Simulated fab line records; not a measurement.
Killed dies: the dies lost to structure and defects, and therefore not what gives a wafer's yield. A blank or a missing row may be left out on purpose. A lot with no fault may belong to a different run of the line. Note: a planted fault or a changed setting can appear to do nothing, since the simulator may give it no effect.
Split-lot experiment / flow n5-finfet / route with 1938 steps; 7 lots, 21 wafers read

== ON THE SPLIT ==
At N5_MOL_CONTACT_COAG_CONTACT_ETCH_14 (etches SiO2 in C4F6/O2, target depth 27.5 nm, overetch 8.5 nm, time 20 s), the setting source-w was moved away from the recipe's 370 W on 3 of the 21 wafers read, by +5.9% to +10.7%. For the rest of the wafers, this setting stayed at what the recipe calls for.

The reading comes from the split's own step.

== THE READING ==
rf-vpp-V, in V, at N5_MOL_CONTACT_COAG_CONTACT_ETCH_14 (etches SiO2 in C4F6/O2, target depth 27.5 nm, overetch 8.5 nm, time 20 s). Typical for fault-free wafers on this fab line: 694.0 V, with standard deviation 2.9 V.

wafer=L080.2; tool, chamber at the split=rie-diel-05, 2; source-w as run, W=370; against the recipe=recipe; rf-vpp-V, V=697.5; against lot-mates on the recipe=-
wafer=L080.3; tool, chamber at the split=rie-diel-05, 1; source-w as run, W=409.6; against the recipe=+10.7%; rf-vpp-V, V=674.0; against lot-mates on the recipe=-22.2
wafer=L080.5; tool, chamber at the split=rie-diel-05, 1; source-w as run, W=370; against the recipe=recipe; rf-vpp-V, V=694.9; against lot-mates on the recipe=-
wafer=L081.1; tool, chamber at the split=rie-diel-06, 1; source-w as run, W=370; against the recipe=recipe; rf-vpp-V, V=694.8; against lot-mates on the recipe=-
wafer=L081.3; tool, chamber at the split=rie-diel-06, 0; source-w as run, W=370; against the recipe=recipe; rf-vpp-V, V=688.8; against lot-mates on the recipe=-
wafer=L081.4; tool, chamber at the split=rie-diel-06, 3; source-w as run, W=370; against the recipe=recipe; rf-vpp-V, V=694.0; against lot-mates on the recipe=-
wafer=L082.1; tool, chamber at the split=rie-diel-04, 3; source-w as run, W=370; against the recipe=recipe; rf-vpp-V, V=690.5; against lot-mates on the recipe=-
wafer=L082.3; tool, chamber at the split=rie-diel-04, 0; source-w as run, W=370; against the recipe=recipe; rf-vpp-V, V=694.6; against lot-mates on the recipe=-
wafer=L082.4; tool, chamber at the split=rie-diel-04, 1; source-w as run, W=391.8; against the recipe=+5.9%; rf-vpp-V, V=683.8; against lot-mates on the recipe=-8.8
wafer=L083.1; tool, chamber at the split=rie-diel-04, 2; source-w as run, W=370; against the recipe=recipe; rf-vpp-V, V=697.7; against lot-mates on the recipe=-
wafer=L083.4; tool, chamber at the split=rie-diel-04, 1; source-w as run, W=370; against the recipe=recipe; rf-vpp-V, V=695.4; against lot-mates on the recipe=-
wafer=L083.6; tool, chamber at the split=rie-diel-04, 3; source-w as run, W=370; against the recipe=recipe; rf-vpp-V, V=691.8; against lot-mates on the recipe=-
wafer=L088.3; tool, chamber at the split=rie-diel-06, 3; source-w as run, W=370; against the recipe=recipe; rf-vpp-V, V=694.3; against lot-mates on the recipe=-
wafer=L088.4; tool, chamber at the split=rie-diel-06, 2; source-w as run, W=370; against the recipe=recipe; rf-vpp-V, V=694.2; against lot-mates on the recipe=-
wafer=L088.5; tool, chamber at the split=rie-diel-06, 3; source-w as run, W=370; against the recipe=recipe; rf-vpp-V, V=695.0; against lot-mates on the recipe=-
wafer=L093.2; tool, chamber at the split=rie-diel-04, 3; source-w as run, W=407.7; against the recipe=+10.2%; rf-vpp-V, V=659.6; against lot-mates on the recipe=-33.8
wafer=L093.4; tool, chamber at the split=rie-diel-04, 3; source-w as run, W=370; against the recipe=recipe; rf-vpp-V, V=691.6; against lot-mates on the recipe=-
wafer=L093.5; tool, chamber at the split=rie-diel-04, 1; source-w as run, W=370; against the recipe=recipe; rf-vpp-V, V=695.1; against lot-mates on the recipe=-
wafer=L094.1; tool, chamber at the split=rie-diel-04, 1; source-w as run, W=370; against the recipe=recipe; rf-vpp-V, V=696.9; against lot-mates on the recipe=-
wafer=L094.2; tool, chamber at the split=rie-diel-04, 2; source-w as run, W=370; against the recipe=recipe; rf-vpp-V, V=697.5; against lot-mates on the recipe=-
wafer=L094.5; tool, chamber at the split=rie-diel-04, 2; source-w as run, W=370; against the recipe=recipe; rf-vpp-V, V=697.3; against lot-mates on the recipe=-

THE FIT
A straight line over all 21 wafers: rf-vpp-V changes by -2.53 V for each +1% of source-w; r = -0.92; the points scatter about the line by 3.6 V.
The same after taking each lot's own level away (the mean of its wafers on the recipe; 21 wafers): -2.51 V for each +1%; r = -0.94; scatter 3.1 V.
Per that fit: largest source-w move, reading shift of 27 V.
The lots' own levels span 692.53 to 697.23 V, that is 1.6 times the standard deviation above.
Consequently the slope shifts little with the lot-to-lot level, the two slopes agreeing.
Check: with one of the wafers moved furthest among these (+10.7%) left out of the fit, the line predicts -30.6 V for it against its lot-mates. It came out at -22.2 V against them.
Tool readings at the split's step, against how far the setting was moved: rf-vpp-V r = -0.92.

== THE FILE'S OWN FIT ==
rf-vpp-V changes by -2.5 V for each +1% of source-w, r = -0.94.
